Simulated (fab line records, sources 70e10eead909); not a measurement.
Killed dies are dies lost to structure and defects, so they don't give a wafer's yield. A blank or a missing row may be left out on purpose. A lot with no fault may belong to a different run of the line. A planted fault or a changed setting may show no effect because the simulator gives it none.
Which tool did it? + flow nand harc + 13 lots, 39 wafers sampled, at 5 steps of a route of 1159

== WHAT EACH GAUGE READ, for each wafer ==
NHARC_A_CHANNEL_HOLE_D1_CD_MEAS_30. Usual: cd nm 90.3 nm, standard deviation 1.3.
| lot  | measured     | on        | cd nm (nm)     | flag |
|------|--------------|-----------|----------------|------|
| L552 | day 8 22:58  | cd sem-02 | 90.0 88.1 89.4 |      |
| L553 | day 9 03:49  | cd sem-01 | 90.3 89.7 92.8 |      |
| L556 | day 9 08:41  | cd sem-03 | 90.0 90.9 90.8 |      |
| L557 | day 9 08:29  | cd sem-02 | 91.2 90.9 87.9 |      |
| L555 | day 9 15:56  | cd sem-01 | 91.4 89.2 90.2 |      |
| L559 | day 10 01:04 | cd sem-01 | 89.6 90.1 89.2 |      |
| L560 | day 10 14:43 | cd sem-01 | 89.5 91.8 89.2 |      |
| L561 | day 10 18:52 | cd sem-02 | 88.3 91.6 90.7 |      |
| L564 | day 11 19:00 | cd sem-01 | 90.4 87.5 90.5 |      |
| L563 | day 11 19:13 | cd sem-03 | 92.1 89.8 91.0 |      |
| L567 | day 12 11:26 | cd sem-01 | 88.5 86.9 89.9 |      |
| L568 | day 12 15:55 | cd sem-01 | 89.4 91.0 91.6 |      |
| L570 | day 13 02:00 | cd sem-03 | 87.2 88.1 88.2 |      |

NHARC_END_SORT_01. Usual: killed at array 29, standard deviation 11; killed at other 0.7, standard deviation 1.1; killed at periphery 2.9, standard deviation 2.2; killed dies 33, standard deviation 11; killed open 3.1, standard deviation 1.8; killed short 1.9, standard deviation 1.4.
| lot  | measured     | on        | killed at array | killed at other | killed at periphery | killed dies | killed open | killed short | flag |
|------|--------------|-----------|-----------------|-----------------|---------------------|-------------|-------------|--------------|------|
| L568 | day 23 07:44 | prober-01 | 674 677 674     | 1 0 0           | 2 0 3               | 677 677 677 | 4 1 4       | 0 1 2        | OFF  |
| L570 | day 23 15:29 | prober-01 | 671 674 673     | 0 1 1           | 6 2 3               | 677 677 677 | 2 3 3       | 2 2 3        | OFF  |

== EACH LOT AND THE TOOL THAT RAN IT (in order: tool; ch and the chambers of the sampled wafers; start) ==
| lot  | NHARC_A_CHANNEL_HOLE_D1_ETCH_23  | NHARC_A_CHANNEL_HOLE_D1_ETCH_25  | NHARC_A_CHANNEL_FILL_D1_ETCHBACK_20 |
|------|----------------------------------|----------------------------------|-------------------------------------|
| L552 | har etch-01 ch 1, day 8 18:59    | har etch-01 ch 1, day 8 20:29    | rie diel-13 ch 1,2,3, day 10 02:02  |
| L553 | har etch-02 ch 0,1, day 8 23:45  | har etch-02 ch 0,1, day 9 01:12  | rie diel-06 ch 0,2,3, day 10 01:59  |
| L556 | har etch-02 ch 0,1, day 9 04:43  | har etch-02 ch 0,1, day 9 06:13  | rie diel-02 ch 1,2,3, day 10 08:37  |
| L557 | har etch-01 ch 0,1, day 9 04:43  | har etch-01 ch 0,1, day 9 06:17  | rie diel-06 ch 0,3, day 10 08:38    |
| L555 | har etch-01 ch 0,1, day 9 12:11  | har etch-01 ch 0,1, day 9 13:44  | rie diel-02 ch 0,3, day 10 16:22    |
| L559 | har etch-02 ch 0,1, day 9 21:05  | har etch-02 ch 0,1, day 9 22:35  | rie diel-13 ch 2,3, day 11 05:18    |
| L560 | har etch-01 ch 0,1, day 10 10:45 | har etch-01 ch 0,1, day 10 12:14 | rie diel-02 ch 0,1,3, day 11 19:23  |
| L561 | har etch-01 ch 0,1, day 10 14:55 | har etch-01 ch 0,1, day 10 16:23 | rie diel-06 ch 0,2,3, day 11 19:22  |
| L564 | har etch-01 ch 0,1, day 11 15:02 | har etch-01 ch 0,1, day 11 16:32 | rie diel-13 ch 0,2,3, day 12 23:31  |
| L563 | har etch-02 ch 0,1, day 11 15:20 | har etch-02 ch 0,1, day 11 16:52 | rie diel-02 ch 0,1,2, day 12 23:32  |
| L567 | har etch-01 ch 1, day 12 07:28   | har etch-01 ch 1, day 12 08:58   | rie diel-13 ch 0,3, day 13 12:37    |
| L568 | har etch-01 ch 0,1, day 12 12:02 | har etch-01 ch 0,1, day 12 13:35 | rie diel-13 ch 0,1,2, day 13 17:37  |
| L570 | har etch-02 ch 0,1, day 12 22:08 | har etch-02 ch 0,1, day 12 23:38 | rie diel-02 ch 0,2,3, day 14 04:21  |
- NHARC_A_CHANNEL_HOLE_D1_ETCH_23: etches the open film in C4F8/O2/Ar, time 819 s, target depth 1600 nm.
- NHARC_A_CHANNEL_HOLE_D1_ETCH_25: etches the open film in C4F8/O2/Ar, time 1040.2 s, target depth 1500 nm.
- NHARC_A_CHANNEL_FILL_D1_ETCHBACK_20: etches the open film in C4F8/O2/Ar, target depth 27 nm, time 13.5 s.

== AS READ BY THE TOOLS THEMSELVES (means over the sampled wafers that have a number; for cases with no such wafer, the mark the record gives instead) ==
NHARC_A_CHANNEL_HOLE_D1_ETCH_23. Usual: drypump motor current A 5.9 A, standard deviation 0.37; showerhead plenum p Torr 3.72 Torr, standard deviation 0.083; throttle valve pct 32.154 %, standard deviation 0.009.
| lot  | tool        | drypump motor current A (A) | showerhead plenum p Torr (Torr) | throttle valve pct (%) | flag |
|------|-------------|-----------------------------|---------------------------------|------------------------|------|
| L552 | har etch-01 | 5.4                         | 3.63                            | 32.159                 |      |
| L553 | har etch-02 | 6.2                         | 3.76                            | 32.151                 |      |
| L556 | har etch-02 | 6.1                         | 3.71                            | 32.155                 |      |
| L557 | har etch-01 | 5.7                         | 3.69                            | 32.155                 |      |
| L555 | har etch-01 | 5.7                         | 3.69                            | 32.161                 |      |
| L559 | har etch-02 | 6.0                         | 3.71                            | 32.157                 |      |
| L560 | har etch-01 | 5.7                         | 3.68                            | 32.146                 |      |
| L561 | har etch-01 | 6.0                         | 3.75                            | 32.153                 |      |
| L564 | har etch-01 | 5.7                         | 3.68                            | 32.155                 |      |
| L563 | har etch-02 | 6.0                         | 3.70                            | 32.148                 |      |
| L567 | har etch-01 | 5.4                         | 3.61                            | 32.157                 |      |
| L568 | har etch-01 | 5.7                         | 3.67                            | 32.154                 |      |
| L570 | har etch-02 | 6.1                         | 3.69                            | 32.157                 |      |

NHARC_A_CHANNEL_HOLE_D1_ETCH_25. Usual: drypump motor current A 5.9 A, standard deviation 0.37; showerhead plenum p Torr 3.71 Torr, standard deviation 0.083; throttle valve pct 32.235 %, standard deviation 0.0095.
| lot  | tool        | drypump motor current A (A) | showerhead plenum p Torr (Torr) | throttle valve pct (%) | flag |
|------|-------------|-----------------------------|---------------------------------|------------------------|------|
| L552 | har etch-01 | 5.4                         | 3.63                            | 32.229                 |      |
| L553 | har etch-02 | 6.1                         | 3.75                            | 32.235                 |      |
| L556 | har etch-02 | 6.1                         | 3.71                            | 32.238                 |      |
| L557 | har etch-01 | 5.7                         | 3.69                            | 32.238                 |      |
| L555 | har etch-01 | 5.7                         | 3.68                            | 32.236                 |      |
| L559 | har etch-02 | 6.1                         | 3.71                            | 32.237                 |      |
| L560 | har etch-01 | 5.7                         | 3.68                            | 32.237                 |      |
| L561 | har etch-01 | 6.0                         | 3.74                            | 32.243                 |      |
| L564 | har etch-01 | 5.7                         | 3.67                            | 32.232                 |      |
| L563 | har etch-02 | 6.1                         | 3.70                            | 32.226                 |      |
| L567 | har etch-01 | 5.4                         | 3.61                            | 32.226                 |      |
| L568 | har etch-01 | 5.7                         | 3.66                            | 32.230                 |      |
| L570 | har etch-02 | 6.0                         | 3.69                            | 32.235                 |      |

NHARC_A_CHANNEL_FILL_D1_ETCHBACK_20. Usual: bias w 1500 W, standard deviation 5.1; chamber pressure mTorr 25.000 mTorr, standard deviation 0.023; oes product au 0.97 a.u., standard deviation 0.036; rf fwd power W 586.9 W, standard deviation 2.7; rf vpp V 979 V, standard deviation 5.6.
| lot  | tool        | bias w (W) | chamber pressure mTorr (mTorr) | oes product au (a.u.) | rf fwd power W (W) | rf vpp V (V) | flag |
|------|-------------|------------|--------------------------------|-----------------------|--------------------|--------------|------|
| L552 | rie diel-13 | 1502       | 25.024                         | 0.93                  | 586.7              | 981          |      |
| L553 | rie diel-06 | 1498       | 25.002                         | 0.92                  | 587.8              | 978          |      |
| L556 | rie diel-02 | 1497       | 25.003                         | 1.01                  | 586.9              | 981          |      |
| L557 | rie diel-06 | 1499       | 25.022                         | 0.92                  | 587.4              | 971          |      |
| L555 | rie diel-02 | 1500       | 24.979                         | 1.00                  | 586.5              | 978          |      |
| L559 | rie diel-13 | 1503       | 24.996                         | 0.93                  | 587.4              | 979          |      |
| L560 | rie diel-02 | 1503       | 24.984                         | 0.96                  | 585.4              | 977          |      |
| L561 | rie diel-06 | 1505       | 25.001                         | 1.00                  | 586.1              | 978          |      |
| L564 | rie diel-13 | 1498       | 25.007                         | 0.99                  | 587.6              | 978          |      |
| L563 | rie diel-02 | 1495       | 24.994                         | 0.93                  | 585.7              | 980          |      |
| L567 | rie diel-13 | 1501       | 24.987                         | 1.00                  | 586.8              | 973          |      |
| L568 | rie diel-13 | -          | -                              | -                     | -                  | -            | OFF  |
| L570 | rie diel-02 | -          | -                              | -                     | -                  | -            | OFF  |

== THE ANSWER, worked out from the rows above alone ==
Rule: take the mean of a lot's wafers that have a number; if it is more than 3 standard deviations from the usual mean, the lot is off. Also off: a lot with no number at a reading for which 4 or more lots have one. All remaining lots with rows at the step are treated as sound. Order of review: gauges by route order, followed by the tools' own readings, for which a lot's mean as printed above is used. At the first step where some lot is off, the reading lying furthest off is the one used; lots without a number count as furthest.
Off, at NHARC_END_SORT_01 on killed at array: L568, L570. Neither off nor sound, because the step has no rows for them: L552, L553, L556, L557, L555, L559, L560, L561, L564, L563, L567.
If a tool, at a process step before that reading, ran all the lots that are off and no sound lot after the first of them, it fits. Not tried: the gauges at NHARC_END_SORT_01; whatever is off there is also off at NHARC_A_CHANNEL_FILL_D1_ETCHBACK_20, on other tools, and gauge error can't account for it. No candidate that was tried fits.

== WHAT THE SIMULATOR HAD INSERTED ==
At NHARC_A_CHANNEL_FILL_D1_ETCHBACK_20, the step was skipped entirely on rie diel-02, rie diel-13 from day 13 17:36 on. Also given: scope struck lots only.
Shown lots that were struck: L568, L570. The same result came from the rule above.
